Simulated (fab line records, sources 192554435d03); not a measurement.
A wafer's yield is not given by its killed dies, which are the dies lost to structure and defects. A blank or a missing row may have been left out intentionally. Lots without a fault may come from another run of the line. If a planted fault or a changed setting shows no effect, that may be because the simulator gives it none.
Problem report, 8D (eight disciplines) form, completed by code	flow n5_finfet	the parts of the form that need people (team, actions taken, sign-off) are left out

## 1. PROBLEM STATEMENT
bias_w at N5_BEOL_M4_ETCH_64 reads a mean of 156.6 W on 6 wafers of 2 lots; wafers without a fault read 150.0 W with a standard deviation of 0.42. That puts it +16 standard deviations away from the usual mean.
The step: etches SOC in N2/H2, target depth 75 nm, overetch 22.5 nm, time 121.9 s.
Earliest sighting: wafer L309.1 on rie_diel-03 at day 11 04:17. At this step, 18 wafers from 6 lots have a number in the record. The rule behind "out" and "out of limits": a value lying over 4 standard deviations away from the usual mean. All remaining wafers that have a number are taken as sound.

## 2. WHAT IT IS AND WHAT IT IS NOT
question	is	is not
which readings at this step	bias_w, rf_vpp_V	drypump_motor_current_A, h2_flow_sccm, oes_product_au, showerhead_plenum_p_Torr, temp_c, throttle_valve_pct
which lots	L309, L310	L301, L302, L307, L316
which wafers of those lots	all that have a number	-
read on which tools	rie_diel-03	rie_diel-01, rie_diel-05
when	from day 11 04:17	up to then (6 sound wafers); but 6 sound wafers of L307, L316 came after

## 3. THE SUSPECTS, EACH WITH WHAT RULES IT OUT
Counting: any tool at a process step up to the reading is kept as a suspect provided that every lot that is out went through it and no sound lot did after the first of them.
- rie_diel-03 at N5_BEOL_M4_DESCUM_16 (chemistry O2, time 7 s): kept. It ran every lot that is out, first L309 (day 11 04:12), and no sound lot after that; its last sound lot up to then is L302 (day 9 17:07).
- rie_diel-03 at N5_BEOL_M4_ETCH_74 (etches underlayer in N2/H2, target depth 6.5 nm, time 5.2 s): kept. It ran every lot that is out, first L309 (day 11 04:14), and no sound lot after that; its last sound lot up to then is L302 (day 9 17:09).
- rie_diel-03 at N5_BEOL_M4_ETCH_63 (etches SiARC in CF4, target depth 15.6 nm, time 26 s): kept. It ran every lot that is out, first L309 (day 11 04:15), and no sound lot after that; its last sound lot up to then is L302 (day 9 17:10).
- rie_diel-03 at N5_BEOL_M4_ETCH_64 (etches SOC in N2/H2, target depth 75 nm, overetch 22.5 nm, time 121.9 s): kept. It ran every lot that is out, first L309 (day 11 04:17), and no sound lot after that; its last sound lot up to then is L302 (day 9 17:12). Out on those wafers are its own readings of bias_w, rf_vpp_V.
Left after counting: rie_diel-03 at N5_BEOL_M4_DESCUM_16, rie_diel-03 at N5_BEOL_M4_ETCH_74, rie_diel-03 at N5_BEOL_M4_ETCH_63, rie_diel-03 at N5_BEOL_M4_ETCH_64.

## 4. THE CAUSE (what the simulator had put in)
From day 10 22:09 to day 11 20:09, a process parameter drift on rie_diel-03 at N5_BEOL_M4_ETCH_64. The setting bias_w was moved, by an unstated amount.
Counting leaves 4 suspects; this tool is one of them.

## 5. SEQUENCE OF EFFECTS, ordered by route
Rows list readings where the struck wafers' mean (over those with a number) sits beyond 3 standard deviations from the usual. Only readings whose record carries a usual standard deviation are examined. hours: median over the lots of the time between each lot's start at the first step of this table that gives one and its start at this step. sigmas: the change, counted in usual standard deviations.
hours	step	reading	usual	on struck wafers	change	sigmas
0	N5_BEOL_M4_ETCH_64	bias_w	150.0 W	156.6	+6.6	+16
0	N5_BEOL_M4_ETCH_64	rf_vpp_V	525.8 V	541.5	+15.7	+11
101	N5_PASSIVATION_PROBE_49	killed_at_contacts	14	38	+24	+3.7
101	N5_PASSIVATION_PROBE_49	killed_open	69	106	+37	+3.1
The process steps in it:
- N5_BEOL_M4_ETCH_64: etches SOC in N2/H2, target depth 75 nm, overetch 22.5 nm, time 121.9 s.
- N5_PASSIVATION_PROBE_49
Later measuring or inspecting steps at which every struck wafer that the step has a row for has a number for every such reading, and none has moved that far: N5_BEOL_M4_RC_MEAS_101.

## 6. WHAT WOULD HAVE CAUGHT IT SOONER
First out-of-limits reading in this record: day 11 04:17, which is 6 hours after fault onset at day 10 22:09.
